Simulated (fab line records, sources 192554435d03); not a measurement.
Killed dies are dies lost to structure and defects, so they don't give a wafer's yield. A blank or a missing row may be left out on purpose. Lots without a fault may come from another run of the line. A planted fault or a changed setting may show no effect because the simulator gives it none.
Problem report in the 8D (eight disciplines) form, filled by code | flow n5_finfet | the parts of the form that need people (team, actions taken, sign-off) are left out

1. THE PROBLEM
killed_at_M4_up at N5_PASSIVATION_PROBE_49 reads a mean of 247 on 5 wafers of 3 lots; wafers without a fault read 15 with a standard deviation of 5. That is +46 standard deviations from the usual mean.
First seen on wafer L955.2, day 17 07:41, on prober-02. The record holds 9 wafers of 3 lots with a number at this step. Rule for "out", or "out of limits": more than 4 standard deviations from the usual mean. The other wafers with a number count as sound.

2. WHAT IT IS AND WHAT IT IS NOT
question                    | is                                                                                                                                     | is not
which readings at this step | killed_at_M4_up, defect_limited_yield, killed_dies, killed_on_rim, sort_bin_5_function, sort_bin_6_memory, sort_n_pass, sort_yield_pct | killed_at_contacts, killed_at_front_end, killed_at_other, killed_open, killed_short, sort_bin_8_speed
which lots                  | L955, L957, L958                                                                                                                       | -
which wafers of those lots  | L955.2, L955.5, L957.1, L957.4, L958.6                                                                                                 | L955.6, L957.2, L958.1, L958.5
read on which tools         | prober-01, prober-02                                                                                                                   | -
when                        | from day 17 07:41                                                                                                                      | up to then (0 sound wafers); but 4 sound wafers of L955, L957, L958 came after

3. SUSPECTS, AND WHAT RULES EACH OUT
Counting: a tool at a process step up to the reading stays a suspect if it ran every lot that is out. Sound lots after the first of them don't rule it out here, since some wafers of a struck lot are sound.
- ecd_cu-02 at N5_BEOL_M6_ECD_50 (material Cu, target thk 300 nm): kept. It ran every lot that is out, first L955 (day 12 20:42).
Left after counting: ecd_cu-02 at N5_BEOL_M6_ECD_50.

4. THE CAUSE (what the simulator had put in)
Chamber particle source: ecd_cu-02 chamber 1, from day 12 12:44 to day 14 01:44, at N5_BEOL_M6_ECD_50. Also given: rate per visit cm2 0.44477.
Counting left only this tool.

5. THE CHAIN OF EFFECTS, in route order
Each row: a reading whose mean over the struck wafers that have a number lies more than 3 standard deviations from the usual. Only readings for which the record gives a usual standard deviation are gone through. hours: the time from each lot's start at the first step in this table that gives one to its start at this step, as a median over the lots. sigmas: the change in usual standard deviations.
hours | step                    | reading              | usual  | on struck wafers | change | sigmas
0     | N5_PASSIVATION_PROBE_49 | defect_limited_yield | 91.0 % | 71.4             | -19.6  | -14
0     | N5_PASSIVATION_PROBE_49 | killed_at_M4_up      | 15     | 247              | +232   | +46
0     | N5_PASSIVATION_PROBE_49 | killed_dies          | 106    | 337              | +231   | +14
0     | N5_PASSIVATION_PROBE_49 | killed_on_rim        | 14     | 41               | +27    | +6.6
0     | N5_PASSIVATION_PROBE_49 | sort_bin_5_function  | 5.2 %  | 17.2             | +12.0  | +13
0     | N5_PASSIVATION_PROBE_49 | sort_bin_6_memory    | 3.4 %  | 10.0             | +6.6   | +9.3
0     | N5_PASSIVATION_PROBE_49 | sort_n_pass          | 1073   | 843              | -230   | -14
0     | N5_PASSIVATION_PROBE_49 | sort_yield_pct       | 91.0 % | 71.4             | -19.6  | -13
The process steps in it:
- N5_PASSIVATION_PROBE_49

6. WHAT WOULD HAVE CAUGHT IT SOONER
In this record the first reading out of limits was taken at day 17 07:41, 115 hours after the fault began at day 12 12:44.
All the lots that are out (3) had begun N5_BEOL_M6_ECD_50 on ecd_cu-02 by day 17 07:41. A hold on the tool at that time would have spared none of them.
